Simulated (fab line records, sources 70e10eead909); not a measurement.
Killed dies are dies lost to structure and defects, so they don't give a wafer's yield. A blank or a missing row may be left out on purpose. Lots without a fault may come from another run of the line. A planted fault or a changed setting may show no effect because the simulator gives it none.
fab line records | flow nand_harc
record lots=24 wafers=72 last_day=33
route steps=1302 shown P_GATE@132 P_CONTACT@238 P_M0@264
lots that met no fault: from a run of the same line without faults
start_h: hours from the record's first day to the start of the lot's first wafer shown | wait_h: hours since the lot's step before | " the same as in the row above | L1.1+2: a row that stands for several wafers | - no value, or no start given | * or withheld: withheld | < > ~ a bound
route shown NAME@n: a module of which the file shows steps, and the number in the route of the first | usual: mean/standard deviation of fault-free wafers | same: alike in all rows | chamber/n: place in a boat | sites: the reading at each site | _std_site: their standard deviation | _edge_site: outer sites' mean less inner sites' | radius_mm: how far each site lies from the wafer's centre | mask NAME#n: copy n | behind: the tool/chamber that last shaped the wafer | hold: why the lot was held/for how many hours/how that ended | device: the transistor (n, p or np) that didn't switch | end of line: the same wafers' tests at the end of the route | a step without rows: its recipe alone | killed: dies lost to structure and defects at the first sort, not the wafer's yield | map: a wafer's dies, x killed, . not, _ none there
set.NAME: the setting as run; set.NAME@STEP: as run at that earlier step | model.NAME: the simulator's own value behind a step, which no gauge read
steps of the route over a sample of lots; a table a step, a row a wafer
services: from which hour (start_h, from the record's first day; less than 0 if before it) a tool's chamber was out of use, for how many hours, and why
## steps
# step NHARC_P_GATE_DEP_103
# recipe target_thk_a=300 target_thk_nm=30 temp_c=400 flow_sccm=200 rf_w=350 material=SiON
# usual heater_power_outer_w=482/55 heater_power_w=824/110
# columns lot.wafer tool chamber start_h wait_h heater_power_outer_w heater_power_w
L074.2 pecvd-03 1 99.24 0.5 468 832
L074.3 " 0 " " 389 639
L074.5 " 2 " " 458 792
L075.2 pecvd-01 2 109.67 0.4 546 904
L075.3 " 2 " " 558 907
L075.5 " 0 " " 408 691
L076.3 pecvd-04 2 112.03 0.4 594 1046
L076.5 " 1 " " 470 825
L076.6 " 2 " " 608 1057
L077.2 pecvd-04 2 132.04 0.5 575 1039
L077.4 " 0 " " 494 805
L077.6 " 1 " " 479 838
L078.3 pecvd-04 1 136.42 0.4 395 730
L078.4 " 1 " " 395 737
L078.5 " 2 " " 570 1063
L079.2 pecvd-04 2 144.91 0.5 586 1023
L079.6 " 0 " " 481 784
L079.5 " 1 " " 411 760
L080.3 pecvd-04 2 153.06 0.4 492 894
L080.6 " 1 " " 488 849
L080.4 " 0 " " 500 745
L081.2 pecvd-04 1 168.73 0.5 442 790
L081.4 " 2 " " 513 921
L081.6 " 1 " " 440 783
L082.2 pecvd-01 0 176.20 0.5 425 725
L082.4 " 0 " " 422 725
L082.5 " 1 " " 516 840
L084.3 pecvd-04 0 192.64 0.4 509 796
L084.4 " 2 " " 555 984
L084.6 " 1 " " 501 889
L083.2 pecvd-04 0 193.27 0.5 492 766
L083.3 " 1 " " 509 867
L083.4 " 0 " " 475 735
L085.3 pecvd-01 0 204.91 0.4 453 721
L085.2 " 1 " " 491 792
L085.5 " 1 " " 479 774
L086.4 pecvd-04 2 214.48 0.3 518 960
L086.6 " 0 " " 437 685
L086.5 " 1 " " 456 795
L089.2 pecvd-04 2 242.46 0.5 541 1025
L089.3 " 0 " " 495 752
L089.4 " 0 " " 482 768
L087.3 pecvd-01 2 242.87 0.4 519 857
L087.6 " 1 " " 521 854
L087.4 " 0 " " 456 796
L088.2 pecvd-01 0 243.07 0.5 409 696
L088.3 " 1 " " 490 824
L088.6 " 1 " " 503 808
L090.6 pecvd-04 1 256.00 0.1 499 888
L090.5 " 2 " " 583 1026
L090.4 " 0 " " 438 694
L091.3 pecvd-01 1 268.22 0.3 522 865
L091.4 " 1 " " 518 861
L091.5 " 2 " " 462 767
L092.3 pecvd-03 1 273.02 0.4 493 894
L092.5 " 2 " " 436 737
L092.4 " 0 " " 397 657
L093.1 pecvd-04 2 283.87 0.6 593 1060
L093.5 " 2 " " 585 1080
L093.6 " 1 " " 477 824
L094.1 pecvd-04 0 289.14 0.5 505 797
L094.3 " 2 " " 466 907
L094.6 " 0 " " 505 783
L095.1 pecvd-01 1 307.37 0.6 471 772
L095.4 " 0 " " 434 749
L095.5 " 2 " " 515 846
L096.2 pecvd-04 2 315.40 0.5 499 946
L096.5 " 2 " " 510 959
L096.4 " 0 " " 442 692
L097.3 pecvd-03 1 324.07 0.4 549 987
L097.1 " 2 " " 386 688
L097.5 " 0 " " 385 639
# step NHARC_P_GATE_HM_OPEN_105
# recipe target_depth_a=3600 o2_flow_sccm=400 cos_flow_sccm=20 ar_flow_sccm=0 rf_w=500 bias_w=300 chemistry=O2/COS
# usual drypump_motor_current_A=5.8/0.48 oes_product_au=1.000/0.0092 rf_vpp_V=466.3/2.9 showerhead_plenum_p_Torr=3.08/0.13 throttle_valve_pct=28.329/0.0091
# columns lot.wafer tool chamber start_h wait_h drypump_motor_current_A oes_product_au rf_hours_counter_h rf_vpp_V showerhead_plenum_p_Torr throttle_valve_pct
L074.2 rie_diel-01 1 - - 6.2 0.993 0.4 465.1 3.01 28.345
L074.3 " 0 " " 6.4 1.001 0.5 470.1 3.19 28.339
L074.5 " 2 " " 4.9 1.018 - 465.4 3.10 28.328
L075.2 rie_diel-02 1 - - 6.3 1.010 6.5 465.4 3.03 28.320
L075.3 " 2 " " 5.4 0.995 3.8 461.9 2.91 28.326
L075.5 " 3 " " 5.3 1.003 - 470.4 3.27 28.329
L076.3 rie_diel-09 0 - - 5.5 0.995 6.5 466.8 3.09 28.330
L076.6 " 2 " " 6.1 0.998 - 463.4 2.94 28.329
L076.5 " 3 " " 6.3 1.000 - 462.7 2.93 28.341
L077.2 rie_diel-09 1 - - 6.3 0.982 8.5 470.9 3.29 28.323
L077.6 " 3 " " 6.3 1.006 - 462.7 2.93 28.328
L077.4 " 2 " " 6.1 1.011 - 463.3 2.93 28.316
L078.3 rie_diel-02 3 - - 5.3 1.012 7.0 471.2 3.27 28.338
L078.4 " 0 " " 5.5 1.001 8.3 465.8 3.05 28.341
L078.5 " 2 " " 5.4 0.995 - 461.6 2.91 28.342
L079.2 rie_diel-02 1 - - 6.3 0.999 8.8 465.9 3.03 28.324
L079.5 " 3 " " 5.3 1.013 - 471.9 3.27 28.345
L079.6 " 0 " " 5.4 1.002 - 464.3 3.05 28.328
L080.4 rie_diel-02 1 - - 6.3 0.983 8.9 465.2 3.03 28.328
L080.3 " 2 " " 5.4 0.992 6.6 461.3 2.91 28.331
L080.6 " 2 " " 5.4 0.991 - 463.0 2.91 28.323
L081.2 rie_diel-01 2 - - 4.9 1.015 3.5 467.6 3.10 28.337
L081.4 " 0 " " 6.4 0.998 3.3 467.5 3.19 28.329
L081.6 " 3 " " 5.8 0.997 - 468.9 3.15 28.329
L082.2 rie_diel-02 2 - - 5.4 0.995 7.7 464.4 2.91 28.313
L082.4 " 3 " " 5.3 1.009 9.2 471.0 3.27 28.325
L082.5 " 0 " " 5.4 0.995 - 464.1 3.05 28.337
L084.3 rie_diel-02 2 - - 5.4 0.990 8.1 462.7 2.91 28.345
L084.4 " 0 " " 5.4 0.999 11.0 465.8 3.04 28.327
L084.6 " 2 " " 5.5 0.992 - 463.5 2.91 28.331
L083.2 rie_diel-01 0 - - 6.4 0.992 5.6 469.8 3.19 28.337
L083.4 " 3 " " 5.8 0.985 - 469.3 3.15 28.323
L083.3 " 0 " " 6.4 1.007 - 469.6 3.19 28.313
L085.3 rie_diel-09 2 - - 6.1 1.005 4.2 463.2 2.93 28.339
L085.2 " 0 " " 5.5 0.993 4.3 468.5 3.08 28.338
L085.5 " 1 " " 6.3 1.002 - 472.6 3.29 28.312
L086.4 rie_diel-09 2 - - 6.1 1.006 4.4 463.5 2.93 28.331
L086.6 " 2 " " 6.1 1.017 - 462.8 2.93 28.343
L086.5 " 3 " " 6.3 1.005 - 463.2 2.92 28.335
L089.3 rie_diel-02 2 - - 5.4 1.001 1.2 463.6 2.91 28.315
L089.2 " 0 " " 5.4 1.006 0.8 465.5 3.04 28.319
L089.4 " 1 " " 6.3 0.997 0.8 465.8 3.03 28.345
L087.3 rie_diel-01 0 - - 6.4 0.991 1.7 468.1 3.19 28.336
L087.4 " 1 " " 6.2 1.001 1.5 464.9 3.01 28.321
L087.6 " 2 " " 4.9 1.012 - 466.2 3.10 28.333
L088.2 rie_diel-02 3 - - 5.3 1.005 1.3 469.5 3.27 28.343
L088.3 " 2 " " 5.4 0.986 1.3 461.8 2.91 28.317
L088.6 " 3 " " 5.3 1.009 - 469.8 3.27 28.328
L090.4 rie_diel-02 1 - - 6.3 0.998 1.2 465.1 3.03 28.332
L090.6 " 0 " " 5.5 1.006 - 466.1 3.04 28.331
L090.5 " 1 " " 6.3 1.008 - 465.0 3.03 28.332
L091.4 rie_diel-02 3 - - 5.3 1.008 1.8 470.6 3.27 28.315
L091.3 " 1 " " 6.3 0.987 1.3 465.7 3.03 28.329
L091.5 " 2 " " 5.4 1.007 - 463.7 2.91 28.330
L092.4 rie_diel-01 2 - - 4.9 1.006 3.3 466.1 3.09 28.331
L092.3 " 3 " " 5.7 0.991 3.4 467.7 3.15 28.330
L092.5 " 2 " " 4.9 1.012 - 466.9 3.09 28.325
L093.1 rie_diel-09 3 - - 6.3 1.003 6.7 463.0 2.92 28.324
L093.5 " 1 " " 6.3 0.994 - 470.5 3.29 28.345
L093.6 " 2 " " 6.1 1.015 - 463.0 2.93 28.336
L094.1 rie_diel-01 1 - - 6.1 1.002 6.7 464.2 3.01 28.333
L094.3 " 3 " " 5.8 0.998 5.5 468.9 3.15 28.335
L094.6 " 1 " " 6.2 0.995 - 465.0 3.01 28.326
L095.4 rie_diel-09 1 - - 6.3 0.991 8.3 468.8 3.29 28.319
L095.1 " 3 " " 6.3 0.997 7.3 462.2 2.92 28.331
L095.5 " 0 " " 5.5 0.999 - 464.9 3.08 28.324
L096.2 rie_diel-02 2 - - 5.4 1.001 4.4 462.4 2.91 28.341
L096.4 " 0 " " 5.5 0.997 3.8 465.5 3.04 28.334
L096.5 " 1 " " 6.3 0.998 - 465.4 3.02 28.330
L097.3 rie_diel-01 3 - - 5.8 0.998 7.2 466.8 3.15 28.325
L097.1 " 2 " " 4.9 1.018 7.2 466.2 3.09 28.316
L097.5 " 0 " " 6.4 0.997 - 469.6 3.18 28.321
# step NHARC_P_GATE_ETCH_32
# recipe target_depth_a=1500 over_etch_frac=1 over_etch_ion_energy_ev=40 time_s=100.1 hbr_flow_sccm=150 cl2_flow_sccm=50 rf_w=400 icp_w=400 bias_w=100 chemistry=HBr/Cl2
# usual drypump_motor_current_A=5.7/0.42 oes_product_au=1.001/0.012 throttle_valve_pct=26.406/0.0088
# same over_etch_frac=1
# columns lot.wafer tool chamber start_h wait_h drypump_motor_current_A oes_product_au rf_hours_counter_h throttle_valve_pct
L074.2 rie_si-05 1 100.47 - 5.6 1.009 0.8 26.403
L074.3 " 3 " " 5.7 1.011 0.8 26.401
L074.5 " 0 " " 6.4 1.004 - 26.404
L075.3 rie_si-02 1 111.14 - 5.5 0.987 0.0 26.407
L075.2 " 3 " " 6.2 0.996 0.0 26.408
L075.5 " 1 " " 5.4 0.979 - 26.405
L076.3 rie_si-05 2 113.20 - 5.5 1.001 0.9 26.391
L076.6 " 2 " " 5.6 0.998 - 26.402
L076.5 " 3 " " 5.7 1.001 - 26.412
L077.2 rie_si-03 2 133.39 - 5.4 1.000 0.4 26.408
L077.4 " 0 " " 5.0 0.998 0.5 26.399
L077.6 " 1 " " 5.8 1.012 - 26.401
L078.3 rie_si-05 0 137.60 - 6.4 1.017 0.0 26.407
L078.4 " 3 " " 5.6 0.994 0.0 26.404
L078.5 " 1 " " 5.6 1.016 - 26.411
L079.2 rie_si-05 1 146.88 - 5.6 1.004 0.1 26.413
L079.6 " 0 " " 6.4 1.012 - 26.412
L079.5 " 1 " " 5.6 1.006 - 26.389
L080.3 rie_si-03 0 154.37 - 5.0 1.024 0.6 26.410
L080.4 " 1 " " 5.8 1.019 0.5 26.407
L080.6 " 0 " " 5.0 1.022 - 26.409
L081.4 rie_si-03 2 170.04 - 5.4 1.000 0.7 26.421
L081.2 " 3 " " 6.2 0.997 0.7 26.404
L081.6 " 1 " " 5.7 1.019 - 26.412
L082.2 rie_si-02 1 177.56 - 5.5 0.982 0.5 26.395
L082.4 " 2 " " 5.1 0.980 - 26.406
L082.5 " 3 " " 6.2 0.991 - 26.400
L084.4 rie_si-02 3 193.95 - 6.3 0.995 0.5 26.400
L084.3 " 0 " " 5.2 1.004 0.3 26.410
L084.6 " 2 " " 5.1 0.986 - 26.396
L083.2 rie_si-05 0 194.76 - 6.4 1.018 0.5 26.411
L083.4 " 1 " " 5.6 1.001 0.4 26.410
L083.3 " 2 " " 5.6 0.992 0.3 26.395
L085.3 rie_si-02 0 206.10 - 5.3 1.002 0.3 26.399
L085.2 " 1 " " 5.5 0.992 0.7 26.404
L085.5 " 0 " " 5.2 1.004 - 26.412
L086.4 rie_si-05 0 215.60 - 6.4 1.017 0.7 26.396
L086.5 " 0 " " 6.4 1.014 - 26.388
L086.6 " 1 " " 5.6 1.000 - 26.401
L089.4 rie_si-02 1 243.76 - 5.5 0.983 0.9 26.387
L089.3 " 3 " " 6.2 0.992 0.8 26.403
L089.2 " 0 " " 5.2 1.003 0.6 26.410
L087.4 rie_si-05 2 244.16 - 5.6 0.990 0.6 26.405
L087.3 " 0 " " 6.4 1.013 0.8 26.410
L087.6 " 2 " " 5.6 0.991 - 26.404
L088.3 rie_si-03 3 244.45 - 6.2 1.007 0.1 26.400
L088.2 " 1 " " 5.7 1.000 0.1 26.411
L088.6 " 3 " " 6.2 0.998 - 26.397
L090.4 rie_si-05 3 257.27 - 5.7 0.992 0.8 26.410
L090.5 " 2 " " 5.6 0.986 - 26.399
L090.6 " 3 " " 5.7 0.983 - 26.394
L091.3 rie_si-03 2 269.45 - 5.4 1.003 0.2 26.411
L091.4 " 3 " " 6.3 1.015 0.2 26.402
L091.5 " 1 " " 5.8 1.011 - 26.406
L092.4 rie_si-03 0 274.17 - 5.0 1.004 0.3 26.407
L092.3 " 1 " " 5.8 1.001 0.3 26.407
L092.5 " 0 " " 5.0 1.004 - 26.397
L093.1 rie_si-05 1 285.21 - 5.6 0.998 1.0 26.402
L093.5 " 0 " " 6.4 1.000 - 26.402
L093.6 " 1 " " 5.6 0.992 - 26.390
L094.1 rie_si-05 2 290.46 - 5.6 0.989 1.0 26.406
L094.3 " 3 " " 5.6 0.989 1.0 26.413
L094.6 " 3 " " 5.6 0.998 - 26.412
L095.4 rie_si-03 3 308.70 - 6.3 1.016 0.5 26.416
L095.1 " 0 " " 5.0 1.013 0.5 26.404
L095.5 " 2 " " 5.4 1.021 - 26.415
L096.4 rie_si-05 3 316.72 - 5.7 0.972 0.0 26.410
L096.2 " 0 " " 6.4 1.010 0.0 26.397
L096.5 " 3 " " 5.6 0.987 - 26.407
L097.1 rie_si-03 0 325.41 - 5.0 1.010 0.6 26.425
L097.3 " 2 " " 5.5 1.013 0.7 26.409
L097.5 " 0 " " 5.0 1.000 - 26.410
# step NHARC_P_CONTACT_ETCH_18
# recipe target_depth_a=4810 time_s=240.5 c4f8_flow_sccm=20 o2_flow_sccm=10 ar_flow_sccm=withheld rf_w=600 bias_w=1500 chemistry=C4F8/O2/Ar
# usual oes_product_au=0.953/0.021 rf_vpp_V=982/4.7
# columns lot.wafer tool chamber start_h wait_h oes_product_au rf_hours_counter_h rf_vpp_V
L074.3 rie_diel-04 2 - - 0.974 6.3 988
L074.2 " 3 " " 0.958 6.7 984
L074.5 " 2 " " 0.974 - 988
L075.2 rie_diel-04 0 - - 0.975 6.9 984
L075.3 " 1 " " 0.981 6.7 986
L075.5 " 0 " " 0.973 - 985
L076.3 rie_diel-05 1 - - 0.962 1.9 981
L076.5 " 2 " " 0.969 - 984
L076.6 " 3 " " 0.974 - 985
L077.2 rie_diel-05 3 - - 0.980 2.7 984
L077.4 " 0 " " 0.961 2.5 985
L077.6 " 1 " " 0.970 - 981
L078.3 rie_diel-04 3 - - 0.934 9.7 984
L078.4 " 1 " " 0.930 8.8 985
L078.5 " 3 " " 0.933 - 984
L079.2 rie_diel-06 0 - - 0.975 0.5 971
L079.6 " 3 " " 0.979 - 981
L079.5 " 0 " " 0.973 - 971
L080.3 rie_diel-05 2 - - 0.961 3.2 984
L080.4 " 3 " " 0.962 3.0 985
L080.6 " 0 " " 0.942 - 985
L081.2 rie_diel-06 3 - - 0.959 1.2 982
L081.4 " 0 " " 0.928 1.2 971
L081.6 " 3 " " 0.957 - 982
L082.4 rie_diel-06 0 - - 0.973 1.8 973
L082.2 " 1 " " 0.973 1.7 974
L082.5 " 1 " " 0.980 - 974
L084.3 rie_diel-04 2 - - 0.932 1.8 988
L084.4 " 3 " " 0.919 1.7 985
L084.6 " 3 " " 0.920 - 983
L083.2 rie_diel-06 1 - - 0.940 2.1 974
L083.4 " 3 " " 0.937 2.3 981
L083.3 " 0 " " 0.920 2.1 973
L085.2 rie_diel-05 2 - - 0.948 4.4 984
L085.3 " 0 " " 0.946 4.2 984
L085.5 " 2 " " 0.959 - 985
L086.4 rie_diel-04 1 - - 0.918 2.9 985
L086.5 " 2 " " 0.938 - 989
L086.6 " 3 " " 0.922 - 983
L087.4 rie_diel-05 3 - - 0.919 0.7 985
L087.3 " 0 " " 0.916 0.6 984
L087.6 " 1 " " 0.908 - 978
L088.2 rie_diel-06 2 - - 0.936 3.1 983
L088.3 " 1 " " 0.952 3.1 975
L088.6 " 3 " " 0.956 - 982
L089.4 rie_diel-06 3 - - 0.962 3.4 982
L089.3 " 0 " " 0.965 3.3 973
L089.2 " 1 " " 0.985 3.3 974
L090.4 rie_diel-05 2 - - 0.944 1.0 985
L090.6 " 2 " " 0.948 - 985
L090.5 " 3 " " 0.966 - 985
L091.4 rie_diel-04 1 - - 0.956 5.8 986
L091.3 " 2 " " 0.985 5.4 987
L091.5 " 0 " " 0.971 - 986
L092.3 rie_diel-06 2 - - 0.975 4.5 982
L092.4 " 0 " " 0.962 - 971
L092.5 " 3 " " 0.960 - 980
L093.1 rie_diel-04 3 - - 0.961 7.0 984
L093.6 " 0 " " 0.966 - 984
L093.5 " 1 " " 0.985 - 986
L094.3 rie_diel-04 0 - - 0.941 7.9 985
L094.1 " 1 " " 0.928 7.9 985
L094.6 " 2 " " 0.950 - 988
L095.1 rie_diel-06 3 - - 0.972 0.4 983
L095.4 " 2 " " 0.996 0.3 982
L095.5 " 3 " " 0.974 - 981
L096.4 rie_diel-04 1 - - 0.919 9.1 985
L096.2 " 3 " " 0.923 8.5 983
L096.5 " 2 " " 0.938 - 988
L097.3 rie_diel-06 1 - - 0.932 0.6 975
L097.1 " 2 " " 0.929 0.5 983
L097.5 " 1 " " 0.942 - 974
# step NHARC_P_M0_OVL_MEAS_10
# recipe pitch_nm=180
# usual overlay_x_nm=-0.2/0.74 overlay_y_nm=0.0/0.64
# columns lot.wafer tool chamber start_h wait_h overlay_x_nm overlay_y_nm
L074.2 overlay-01 - 124.13 - -1.4 0.4
L074.3 " - " " -1.0 0.2
L074.5 " - " " -1.0 0.3
L075.2 overlay-01 - 135.11 - 0.4 -0.3
L075.3 " - " " -0.1 0.0
L075.5 " - " " -0.3 -0.3
L076.3 overlay-02 - 137.59 - 1.0 0.0
L076.5 " - " " 0.2 -0.4
L076.6 " - " " 0.7 -0.2
L077.2 overlay-01 - 159.44 - -0.2 0.3
L077.4 " - " " 0.1 -0.3
L077.6 " - " " 0.8 0.1
L078.3 overlay-01 - 161.22 - -0.8 0.0
L078.4 " - " " -0.7 -0.6
L078.5 " - " " -0.4 -0.6
L079.2 overlay-01 - 172.74 - 0.2 0.3
L079.5 " - " " -0.4 0.5
L079.6 " - " " -0.2 0.3
L080.3 overlay-01 - 177.97 - -0.7 0.4
L080.4 " - " " -0.5 0.5
L080.6 " - " " -0.7 0.4
L081.2 overlay-01 - 193.81 - 0.2 0.9
L081.4 " - " " 0.0 0.4
L081.6 " - " " -1.0 1.1
L082.2 overlay-02 - 200.99 - 0.0 1.0
L082.4 " - " " 0.1 1.1
L082.5 " - " " -0.1 0.6
L084.3 overlay-01 - 217.83 - 1.8 -1.1
L084.4 " - " " 1.4 -1.5
L084.6 " - " " 1.6 -1.7
L083.2 overlay-01 - 218.66 - -0.1 0.0
L083.3 " - " " 0.0 -0.8
L083.4 " - " " 0.0 -0.9
L085.2 overlay-01 - 229.58 - -0.9 -0.4
L085.3 " - " " -0.3 0.3
L085.5 " - " " -0.6 -0.2
L086.4 overlay-02 - 239.88 - -1.0 -0.4
L086.5 " - " " -1.4 0.1
L086.6 " - " " -1.0 -0.3
L087.3 overlay-02 - 267.42 - 0.2 0.5
L087.4 " - " " 0.1 0.3
L087.6 " - " " 0.4 0.6
L088.2 overlay-01 - 268.48 - -0.2 0.9
L088.3 " - " " 0.2 0.2
L088.6 " - " " 0.0 1.0
L089.2 overlay-02 - 270.14 - 1.5 0.0
L089.3 " - " " 1.7 -1.1
L089.4 " - " " 1.3 -0.7
L090.4 overlay-01 - 280.85 - -0.2 -1.0
L090.5 " - " " 0.2 -0.9
L090.6 " - " " -0.4 -0.5
L091.3 overlay-01 - 293.19 - -0.1 0.3
L091.4 " - " " 0.1 -0.1
L091.5 " - " " 0.1 0.5
L092.3 overlay-01 - 298.17 - -0.1 0.5
L092.4 " - " " 0.0 0.1
L092.5 " - " " 0.0 0.7
L093.1 overlay-01 - 308.93 - -1.1 -0.5
L093.5 " - " " -0.7 0.4
L093.6 " - " " -0.4 0.7
L094.1 overlay-01 - 314.02 - -1.1 -0.2
L094.3 " - " " -0.3 0.0
L094.6 " - " " -1.0 -0.6
L095.1 overlay-01 - 332.52 - -1.1 0.6
L095.4 " - " " -1.1 0.8
L095.5 " - " " -0.8 0.5
L096.2 overlay-02 - 340.12 - -0.8 0.3
L096.4 " - " " -1.0 -0.1
L096.5 " - " " -1.0 0.5
L097.1 overlay-01 - 349.07 - 0.1 -0.9
L097.3 " - " " 0.4 -0.7
L097.5 " - " " -0.1 -0.7
# step NHARC_P_M0_PRE_CLEAN_31
# recipe time_s=12 temp_c=370 rf_power_w=300 gas=NH3
# usual heater_power_outer_w=379/45 heater_power_w=670/84
# columns lot.wafer tool chamber start_h wait_h heater_power_outer_w heater_power_w
L074.3 pecvd-01 0 126.81 0.1 332 570
L074.2 " 1 " " 367 630
L074.5 " 0 " " 334 580
L075.3 pecvd-03 0 137.76 0.1 305 530
L075.2 " 2 " " 303 567
L075.5 " 0 " " 295 515
L076.3 pecvd-03 0 140.41 0.2 295 508
L076.6 " 2 " " 384 680
L076.5 " 0 " " 278 500
L077.2 pecvd-03 0 162.79 0.1 309 537
L077.4 " 2 " " 381 686
L077.6 " 0 " " 311 529
L078.3 pecvd-02 0 163.93 0.1 441 839
L078.5 " 2 " " 373 635
L078.4 " 0 " " 460 850
L079.2 pecvd-03 0 175.42 0.1 321 546
L079.5 " 1 " " 388 719
L079.6 " 2 " " 347 627
L080.3 pecvd-01 2 180.63 0.1 358 642
L080.4 " 1 " " 349 626
L080.6 " 2 " " 357 628
L081.2 pecvd-02 0 196.65 0.3 405 784
L081.6 " 0 " " 409 775
L081.4 " 1 " " 408 701
L082.2 pecvd-03 1 203.71 0.1 407 750
L082.4 " 0 " " 318 562
L082.5 " 1 " " 404 754
L084.3 pecvd-01 0 220.48 0.1 330 568
L084.6 " 0 " " 327 594
L084.4 " 1 " " 373 629
L083.3 pecvd-02 1 221.33 0.1 422 713
L083.2 " 2 " " 379 623
L083.4 " 1 " " 432 724
L085.3 pecvd-03 1 232.30 0.1 434 814
L085.2 " 2 " " 358 650
L085.5 " 1 " " 431 798
L086.5 pecvd-02 1 242.55 0.1 381 684
L086.4 " 2 " " 312 560
L086.6 " 0 " " 410 755
L087.3 pecvd-02 0 270.82 0.1 357 704
L087.4 " 1 " " 468 783
L087.6 " 2 " " 360 619
L088.2 pecvd-02 2 271.16 0.1 381 625
L088.3 " 1 " " 489 829
L088.6 " 0 " " 412 796
L089.3 pecvd-02 2 272.85 0.1 343 601
L089.2 " 0 " " 427 793
L089.4 " 0 " " 433 781
L090.5 pecvd-01 0 283.59 0.1 348 608
L090.4 " 1 " " 389 666
L090.6 " 2 " " 345 615
L091.3 pecvd-01 1 295.84 0.1 390 650
L091.5 " 0 " " 316 570
L091.4 " 1 " " 383 650
L092.3 pecvd-03 0 300.84 0.1 306 544
L092.5 " 0 " " 310 549
L092.4 " 1 " " 415 758
L093.1 pecvd-02 2 311.67 0.1 379 632
L093.6 " 0 " " 404 770
L093.5 " 1 " " 469 792
L094.1 pecvd-02 2 316.67 0.1 316 562
L094.3 " 0 " " 419 815
L094.6 " 0 " " 438 789
L095.1 pecvd-03 1 335.36 0.1 449 811
L095.4 " 2 " " 372 636
L095.5 " 1 " " 462 809
L096.2 pecvd-01 0 342.97 0.1 346 596
L096.5 " 1 " " 398 667
L096.4 " 2 " " 414 713
L097.3 pecvd-02 0 352.04 0.1 417 800
L097.1 " 1 " " 385 682
L097.5 " 0 " " 430 801
## services
# columns tool chamber start_h hours kind
pecvd-04 - 88.15 13.0 pm
rie_diel-04 2 89.08 8.2 repair
rie_diel-04 - 98.52 1.3 repair
pecvd-01 1 102.60 15.5 repair
rie_diel-04 1 117.50 6.4 repair
rie_si-05 - 128.00 9.0 pm
pecvd-01 - 130.05 13.0 pm
rie_diel-06 - 130.20 9.0 pm
pecvd-03 - 130.21 1.0 repair
pecvd-03 - 142.50 11.9 repair
pecvd-04 - 170.94 0.5 repair
rie_diel-04 - 177.90 9.0 pm
pecvd-03 - 185.05 13.0 pm
rie_diel-02 - 216.70 9.0 pm
pecvd-02 - 227.00 13.0 pm
pecvd-01 - 240.54 1.0 repair
rie_si-05 0 261.24 12.0 repair
pecvd-04 - 269.15 13.0 pm
pecvd-02 - 288.22 0.7 repair
pecvd-02 0 293.24 2.4 repair
rie_si-05 - 305.00 9.0 pm
pecvd-01 - 311.56 13.0 pm
pecvd-03 - 348.66 0.8 repair
pecvd-01 1 349.43 6.8 repair
## key
fault none
